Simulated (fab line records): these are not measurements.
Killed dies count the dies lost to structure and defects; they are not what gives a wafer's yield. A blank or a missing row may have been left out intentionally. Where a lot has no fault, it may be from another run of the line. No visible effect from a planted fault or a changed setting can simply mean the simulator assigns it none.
Code-filled problem report in 8D (eight disciplines) form + flow n5-finfet + the parts of the form that need people (team, actions taken, sign-off) are left out

== 1. WHAT IS WRONG ==
Mean of thk-nm at N5_DUMMY_GATE_THK_MEAS_05: 52.4 nm across 6 wafers in 2 lots; on wafers with no fault it is 71.6 nm (standard deviation 1.4). Measured from the usual mean, that is -14 standard deviations.
Earliest sighting: wafer L522.2 on film-metro-01 at day 6 06:02. The record has a number at this step for 27 wafers belonging to 9 lots. Rule for "out" (also "out of limits"): further than 4 standard deviations from the usual mean. The rest of the wafers with a number are treated as sound.

== 2. WHAT IT IS, WHAT IT ISN'T ==
| question                    | is                     | is not                                                                                |
|-----------------------------|------------------------|---------------------------------------------------------------------------------------|
| which readings at this step | thk-nm                 | -                                                                                     |
| which lots                  | L522, L523             | L509, L510, L515, L525, L527, L528, L532                                              |
| which wafers of those lots  | all that have a number | -                                                                                     |
| read on which gauges        | film-metro-01          | film-metro-02                                                                         |
| when                        | from day 6 06:02       | up to then (9 sound wafers); but 12 sound wafers of L525, L527, L528, L532 came after |

== 3. THE SUSPECTS, EACH WITH WHAT RULES IT OUT ==
Counting: a tool at a process step up to the reading stays a suspect if it ran every lot that is out and no sound lot after the first of them.
- the gauge at N5_DUMMY_GATE_THK_MEAS_05 is ruled out. All the wafers that are out were read on film-metro-01, but those of them that N5_DUMMY_GATE_ETCH_44 has rows for are out there too, on other tools.
- lpcvd-01 at N5_DUMMY_GATE_CVD_03 (deposits a-Si from SiH4, target thk 150 nm, time 8042 s): ruled out as a lasting fault. Sound lots L525, L527, L528, L532 ran on it after its first lot that is out, L522 (day 6 02:04).
Left after counting: nothing in the record.

== 4. THE CAUSE (what the simulator had put in) ==
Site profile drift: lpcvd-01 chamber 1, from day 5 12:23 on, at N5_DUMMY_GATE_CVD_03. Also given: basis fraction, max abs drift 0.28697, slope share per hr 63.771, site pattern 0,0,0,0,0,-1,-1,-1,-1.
It was ruled out by counting, in error; the rule expects a fault to strike all lots run on its tool from its start on, and this fault did not.

== 5. THE EFFECT CHAIN, in route order ==
Each row: a reading whose mean over the struck wafers that have a number lies more than 3 standard deviations from the usual. Scope: only readings with a usual standard deviation given in the record; hours: median across lots of the time from each lot's start at the first step in this table that gives one to its start at this step; sigmas: change in usual standard deviations.
| hours | step                      | reading              | usual      | on struck wafers | change | sigmas |
|-------|---------------------------|----------------------|------------|------------------|--------|--------|
| 0     | N5_DUMMY_GATE_THK_MEAS_05 | thk-nm               | 71.6 nm    | 52.4             | -19.2  | -14    |
| 6     | N5_DUMMY_GATE_ETCH_44     | oes-product-au       | 0.727 a.u. | 0.636            | -0.091 | -8.2   |
| 30    | N5_SDB_THK_MEAS_31        | SDB_THK              | 63.9 nm    | 44.6             | -19.3  | -14    |
| 240   | N5_PASSIVATION_PROBE_49   | defect-limited-yield | 90.5 %     | 84.5             | -6.0   | -3.5   |
| 240   | N5_PASSIVATION_PROBE_49   | killed-at-front-end  | 45         | 122              | +77    | +5.5   |
| 240   | N5_PASSIVATION_PROBE_49   | killed-dies          | 112        | 182              | +70    | +3.4   |
| 240   | N5_PASSIVATION_PROBE_49   | killed-on-rim        | 15         | 67               | +52    | +11    |
| 240   | N5_PASSIVATION_PROBE_49   | sort-n-pass          | 1068       | 997              | -71    | -3.4   |
| 240   | N5_PASSIVATION_PROBE_49   | sort-yield-pct       | 90.5 %     | 84.5             | -6.0   | -3.3   |
Process steps it contains:
- N5_DUMMY_GATE_ETCH_44: etches poly-Si in HBr/O2, stops on SiO2, target depth 127.5 nm.
- N5_PASSIVATION_PROBE_49
Later measuring or inspecting steps at which every struck wafer that the step has a row for has a number for every such reading, and none has moved that far: N5_DUMMY_GATE_INSPECT_17, N5_DUMMY_GATE_CD_MEAS_50, N5_BEOL_M4_RC_MEAS_101.

== 6. WHAT WOULD HAVE CAUGHT IT SOONER ==
Counted from the fault's start at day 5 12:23, it took 18 hours until the first out-of-limits reading at a measuring or inspecting step in this record, taken at day 6 06:02.
Of the tool readings at N5_DUMMY_GATE_CVD_03 for which the record gives a usual standard deviation, none was out on any struck wafer, so an alarm limit of 4 standard deviations on them would not have fired.
